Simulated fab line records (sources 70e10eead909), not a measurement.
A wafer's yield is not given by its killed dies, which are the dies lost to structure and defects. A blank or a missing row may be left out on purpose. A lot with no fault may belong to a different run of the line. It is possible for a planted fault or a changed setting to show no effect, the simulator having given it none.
Which tool did it? | flow nandHarc | Sampling: 9 lots, 27 wafers, 5 of 1302 route steps

## WHAT EACH GAUGE READ, for each wafer
NHARC_END_SORT_01. Usual: killedAtArray 49, standard deviation 18; killedAtOther 0.7, standard deviation 1.1; killedAtPeriphery 4.0, standard deviation 2.6; killedDies 54, standard deviation 19; killedOpen 3.4, standard deviation 1.7; killedShort 2.5, standard deviation 1.7.
lot  | measured     | on        | killedAtArray | killedAtOther | killedAtPeriphery | killedDies  | killedOpen | killedShort | flag
L557 | day 26 04:15 | prober-02 | 52 58 63      | 0 0 0         | 0 3 4             | 52 61 67    | 8 6 2      | 4 1 1       | 
L558 | day 27 09:05 | prober-02 | 78 60 77      | 2 1 1         | 1 5 5             | 81 66 83    | 3 2 4      | 3 1 1       | 
L565 | day 29 21:17 | prober-01 | 671 673 668   | 1 1 2         | 5 3 7             | 677 677 677 | 2 3 4      | 4 1 1       | OFF
L568 | day 31 15:49 | prober-01 | 672 670 674   | 0 1 1         | 5 6 2             | 677 677 677 | 5 6 2      | 5 3 4       | OFF

## TOOL THAT RAN EACH LOT (tool first, then ch and the chambers of the sampled wafers, then the start)
lot  | NHARC_A_CHANNEL_HOLE_D1_ETCH_21 | NHARC_A_CHANNEL_HOLE_D1_ETCH_22 | NHARC_A_CHANNEL_HOLE_D1_ETCH_23 | NHARC_A_CHANNEL_HOLE_D1_ETCH_44
L553 | harEtch-01 ch 0,1, day 9 12:36  | harEtch-01 ch 0,1, day 9 13:02  | harEtch-01 ch 0,1, day 9 13:37  | rieDiel-13 ch 0,1,2, day 9 16:53
L556 | harEtch-01 ch 0,1, day 10 22:52 | harEtch-01 ch 0,1, day 10 23:18 | harEtch-01 ch 0,1, day 10 23:52 | rieDiel-13 ch 0,1,3, day 11 03:11
L557 | harEtch-02 ch 0,1, day 11 00:11 | harEtch-02 ch 0,1, day 11 00:41 | harEtch-02 ch 0,1, day 11 01:17 | rieDiel-03 ch 0,3, day 11 04:22
L558 | harEtch-02 ch 0,1, day 11 14:32 | harEtch-02 ch 0,1, day 11 15:02 | harEtch-02 ch 0,1, day 11 15:40 | rieDiel-13 ch 0,1, day 11 18:37
L563 | harEtch-01 ch 0,1, day 13 07:16 | harEtch-01 ch 0,1, day 13 07:43 | harEtch-01 ch 0,1, day 13 08:16 | rieDiel-09 ch 0,3, day 13 11:34
L564 | harEtch-02 ch 0,1, day 13 23:46 | harEtch-02 ch 0,1, day 14 00:13 | harEtch-02 ch 0,1, day 14 00:48 | rieDiel-13 ch 0,1,2, day 14 03:59
L565 | harEtch-02 ch 0,1, day 14 20:59 | harEtch-02 ch 0,1, day 14 21:25 | harEtch-02 ch 0,1, day 14 21:59 | rieDiel-13 ch 1,2,3, day 15 01:16
L568 | harEtch-02 ch 0, day 15 14:41   | harEtch-02 ch 0, day 15 15:07   | harEtch-02 ch 0, day 15 15:41   | rieDiel-13 ch 1,2, day 15 18:59
L567 | harEtch-01 ch 0,1, day 15 15:17 | harEtch-01 ch 0,1, day 15 15:45 | harEtch-01 ch 0,1, day 15 16:21 | rieDiel-03 ch 0,2,3, day 15 19:34
- NHARC_A_CHANNEL_HOLE_D1_ETCH_21: etches the open film in C4F8/O2/Ar, time 514.3 s, target depth 1600 nm.
- NHARC_A_CHANNEL_HOLE_D1_ETCH_22: etches the open film in C4F8/O2/Ar, time 666.7 s, target depth 1600 nm.
- NHARC_A_CHANNEL_HOLE_D1_ETCH_23: etches the open film in C4F8/O2/Ar, time 819 s, target depth 1600 nm.
- NHARC_A_CHANNEL_HOLE_D1_ETCH_44: etches the open film in CF4/O2, target depth 140 nm, overetch 14 nm, time 77 s.

## AS READ BY THE TOOLS THEMSELVES (means over the sampled wafers that have a number; for cases with no such wafer, the mark the record gives instead)
NHARC_A_CHANNEL_HOLE_D1_ETCH_21. Usual: c4f8FlowSccm 89.34 sccm, standard deviation 0.25; chamberPressureMTorr 20.001 mTorr, standard deviation 0.019; drypumpMotorCurrentA 6.3 A, standard deviation 0.37; heBacksideLeakSccm 6.4 sccm, standard deviation 0.87; mfcArSccm 375.0 sccm, standard deviation 1.1; o2FlowSccm 35.71 sccm, standard deviation 0.1; showerheadPlenumPTorr 3.68 Torr, standard deviation 0.078; tempC -20.01 C, standard deviation 0.11; throttleValvePct 32.154 %, standard deviation 0.01.
lot  | tool       | c4f8FlowSccm (sccm) | chamberPressureMTorr (mTorr) | drypumpMotorCurrentA (A) | heBacksideLeakSccm (sccm) | mfcArSccm (sccm) | o2FlowSccm (sccm) | showerheadPlenumPTorr (Torr) | tempC (C) | throttleValvePct (%) | flag
L553 | harEtch-01 | 89.29               | 19.994                       | 6.3                      | 5.9                       | 375.2            | 35.57             | 3.72                         | -20.16    | 32.154               | 
L556 | harEtch-01 | 89.39               | 20.005                       | 6.3                      | 6.0                       | 374.5            | 35.75             | 3.71                         | -19.94    | 32.144               | 
L557 | harEtch-02 | 89.29               | 20.015                       | 6.3                      | 6.7                       | 376.2            | 35.61             | 3.64                         | -20.04    | 32.154               | 
L558 | harEtch-02 | 89.49               | 19.997                       | 6.3                      | 6.8                       | 374.6            | 35.67             | 3.63                         | -20.02    | 32.155               | 
L563 | harEtch-01 | 89.33               | 19.984                       | 6.0                      | 6.3                       | 374.2            | 35.80             | 3.68                         | -19.98    | 32.157               | 
L564 | harEtch-02 | 89.34               | 19.996                       | 6.3                      | 6.5                       | 375.3            | 35.80             | 3.62                         | -20.06    | 32.155               | 
L565 | harEtch-02 | 89.29               | 20.004                       | 6.3                      | 6.7                       | 376.4            | 35.75             | 3.61                         | -19.95    | 32.152               | 
L568 | harEtch-02 | 89.10               | 19.997                       | 6.6                      | 7.9                       | 376.0            | 35.86             | 3.71                         | -19.96    | 32.156               | 
L567 | harEtch-01 | 89.36               | 20.002                       | 6.3                      | 6.3                       | 374.7            | 35.57             | 3.67                         | -20.01    | 32.157               | 

NHARC_A_CHANNEL_HOLE_D1_ETCH_22. Usual: c4f8FlowSccm 89.28 sccm, standard deviation 0.27; chamberPressureMTorr 19.998 mTorr, standard deviation 0.019; drypumpMotorCurrentA 6.3 A, standard deviation 0.37; heBacksideLeakSccm 6.4 sccm, standard deviation 0.89; mfcArSccm 374.9 sccm, standard deviation 1.1; o2FlowSccm 35.69 sccm, standard deviation 0.11; showerheadPlenumPTorr 3.68 Torr, standard deviation 0.078; tempC -20.00 C, standard deviation 0.095; throttleValvePct 32.155 %, standard deviation 0.0089.
lot  | tool       | c4f8FlowSccm (sccm) | chamberPressureMTorr (mTorr) | drypumpMotorCurrentA (A) | heBacksideLeakSccm (sccm) | mfcArSccm (sccm) | o2FlowSccm (sccm) | showerheadPlenumPTorr (Torr) | tempC (C) | throttleValvePct (%) | flag
L553 | harEtch-01 | 89.62               | 20.008                       | 6.3                      | 5.9                       | 375.5            | 35.76             | 3.72                         | -20.04    | 32.161               | 
L556 | harEtch-01 | 89.20               | 20.004                       | 6.3                      | 5.9                       | 373.3            | 35.66             | 3.71                         | -19.90    | 32.157               | 
L557 | harEtch-02 | 89.15               | 19.985                       | 6.3                      | 6.7                       | 375.1            | 35.67             | 3.64                         | -19.99    | 32.156               | 
L558 | harEtch-02 | 89.43               | 19.983                       | 6.3                      | 6.6                       | 374.6            | 35.82             | 3.63                         | -20.04    | 32.161               | 
L563 | harEtch-01 | 89.11               | 19.992                       | 6.0                      | 6.2                       | 374.9            | 35.68             | 3.68                         | -20.10    | 32.159               | 
L564 | harEtch-02 | 89.10               | 20.002                       | 6.3                      | 7.1                       | 375.9            | 35.73             | 3.62                         | -19.94    | 32.160               | 
L565 | harEtch-02 | 89.18               | 20.002                       | 6.3                      | 6.9                       | 374.2            | 35.75             | 3.61                         | -20.08    | 32.166               | 
L568 | harEtch-02 | 89.36               | 19.997                       | 6.6                      | 8.0                       | 374.9            | 35.68             | 3.71                         | -19.95    | 32.156               | 
L567 | harEtch-01 | 89.33               | 19.987                       | 6.3                      | 6.1                       | 375.2            | 35.59             | 3.67                         | -19.98    | 32.163               | 

NHARC_A_CHANNEL_HOLE_D1_ETCH_23. Usual: c4f8FlowSccm 89.34 sccm, standard deviation 0.23; chamberPressureMTorr 20.000 mTorr, standard deviation 0.017; drypumpMotorCurrentA 6.3 A, standard deviation 0.37; heBacksideLeakSccm 6.4 sccm, standard deviation 0.76; mfcArSccm 375.2 sccm, standard deviation 1.2; o2FlowSccm 35.69 sccm, standard deviation 0.094; showerheadPlenumPTorr 3.68 Torr, standard deviation 0.078; tempC -20.02 C, standard deviation 0.098; throttleValvePct 32.155 %, standard deviation 0.009.
lot  | tool       | c4f8FlowSccm (sccm) | chamberPressureMTorr (mTorr) | drypumpMotorCurrentA (A) | heBacksideLeakSccm (sccm) | mfcArSccm (sccm) | o2FlowSccm (sccm) | showerheadPlenumPTorr (Torr) | tempC (C) | throttleValvePct (%) | flag
L553 | harEtch-01 | 89.45               | 19.990                       | 6.3                      | 5.8                       | 375.3            | 35.64             | 3.72                         | -20.04    | 32.152               | 
L556 | harEtch-01 | 89.19               | 20.000                       | 6.3                      | 6.2                       | 375.5            | 35.74             | 3.71                         | -20.12    | 32.153               | 
L557 | harEtch-02 | 89.21               | 19.994                       | 6.3                      | 6.6                       | 375.7            | 35.73             | 3.64                         | -20.02    | 32.150               | 
L558 | harEtch-02 | 89.49               | 19.992                       | 6.3                      | 6.8                       | 375.0            | 35.82             | 3.63                         | -20.00    | 32.158               | 
L563 | harEtch-01 | 89.66               | 19.999                       | 6.0                      | 6.4                       | 374.8            | 35.72             | 3.68                         | -20.06    | 32.158               | 
L564 | harEtch-02 | 89.23               | 20.001                       | 6.3                      | 6.7                       | 375.6            | 35.67             | 3.62                         | -19.99    | 32.159               | 
L565 | harEtch-02 | 89.53               | 20.006                       | 6.3                      | 6.8                       | 377.1            | 35.62             | 3.61                         | -19.97    | 32.150               | 
L568 | harEtch-02 | 89.33               | 19.984                       | 6.6                      | 8.1                       | 375.8            | 35.69             | 3.71                         | -20.07    | 32.164               | 
L567 | harEtch-01 | 89.36               | 19.993                       | 6.3                      | 6.3                       | 374.8            | 35.77             | 3.67                         | -20.00    | 32.157               | 

NHARC_A_CHANNEL_HOLE_D1_ETCH_44. Usual: biasW 100.0 W, standard deviation 0.3; cf4FlowSccm 80.01 sccm, standard deviation 0.23; drypumpMotorCurrentA 5.5 A, standard deviation 0.46; mfcArSccm 0.003 sccm, standard deviation 0.0056; o2FlowSccm 19.99 sccm, standard deviation 0.065; oesProductAu 0.997 a.u., standard deviation 0.011; rfVppV 197.5 V, standard deviation 1.2; showerheadPlenumPTorr 1.32 Torr, standard deviation 0.048; throttleValvePct 13.399 %, standard deviation 0.0086.
lot  | tool       | biasW (W) | cf4FlowSccm (sccm) | drypumpMotorCurrentA (A) | mfcArSccm (sccm) | o2FlowSccm (sccm) | oesProductAu (a.u.) | rfVppV (V) | showerheadPlenumPTorr (Torr) | throttleValvePct (%) | flag
L553 | rieDiel-13 | 100.2     | 80.07              | 5.3                      | 0.002            | 20.05             | 0.996               | 197.2      | 1.33                         | 13.399               | 
L556 | rieDiel-13 | 100.2     | 80.04              | 5.4                      | 0.002            | 20.00             | 0.986               | 197.6      | 1.33                         | 13.392               | 
L557 | rieDiel-03 | 100.1     | 80.04              | 5.5                      | 0.002            | 19.99             | 1.024               | 196.8      | 1.26                         | 13.396               | 
L558 | rieDiel-13 | 100.1     | 79.94              | 5.3                      | 0.002            | 20.08             | 0.989               | 197.9      | 1.35                         | 13.409               | 
L563 | rieDiel-09 | 100.2     | 79.96              | 6.1                      | 0.021            | 20.06             | 0.991               | 197.8      | 1.33                         | 13.409               | OFF
L564 | rieDiel-13 | 100.1     | 80.08              | 5.3                      | 0.002            | 19.94             | 0.988               | 197.4      | 1.33                         | 13.396               | 
L565 | rieDiel-13 | -         | -                  | -                        | -                | -                 | -                   | -          | -                            | -                    | OFF
L568 | rieDiel-13 | -         | -                  | -                        | -                | -                 | -                   | -          | -                            | -                    | OFF
L567 | rieDiel-03 | 100.0     | 79.76              | 5.3                      | 0.001            | 20.01             | 1.008               | 197.7      | 1.35                         | 13.403               | 

## THE ANSWER, worked out from the rows above alone
Rule: a lot is off if the mean of its wafers that have a number lies more than 3 standard deviations from the usual mean. Also off: a lot with no number at a reading for which 4 or more lots have one. Any other lot the step has rows for is counted as sound. Order of review: gauges by route order, followed by the tools' own readings, for which a lot's mean as printed above is used. At the first step where some lot is off, the reading lying furthest off is the one used; lots without a number count as furthest.
Off: L565, L568 (NHARC_END_SORT_01, killedAtArray). Neither off nor sound, because the step has no rows for them: L553, L556, L563, L564, L567.
A tool fits if, at a process step before that reading, it ran every lot that is off, and no sound lot after the first of them. Not tried: the gauges at NHARC_END_SORT_01; whatever is off there is also off at NHARC_A_CHANNEL_HOLE_D1_ETCH_44, on other tools, and gauge error can't account for it. Undecided on this evidence; 2 tools fit (harEtch-02 at NHARC_A_CHANNEL_HOLE_D1_ETCH_21 and NHARC_A_CHANNEL_HOLE_D1_ETCH_22 and NHARC_A_CHANNEL_HOLE_D1_ETCH_23, rieDiel-13 at NHARC_A_CHANNEL_HOLE_D1_ETCH_44).

## WHAT THE SIMULATOR HAD INSERTED
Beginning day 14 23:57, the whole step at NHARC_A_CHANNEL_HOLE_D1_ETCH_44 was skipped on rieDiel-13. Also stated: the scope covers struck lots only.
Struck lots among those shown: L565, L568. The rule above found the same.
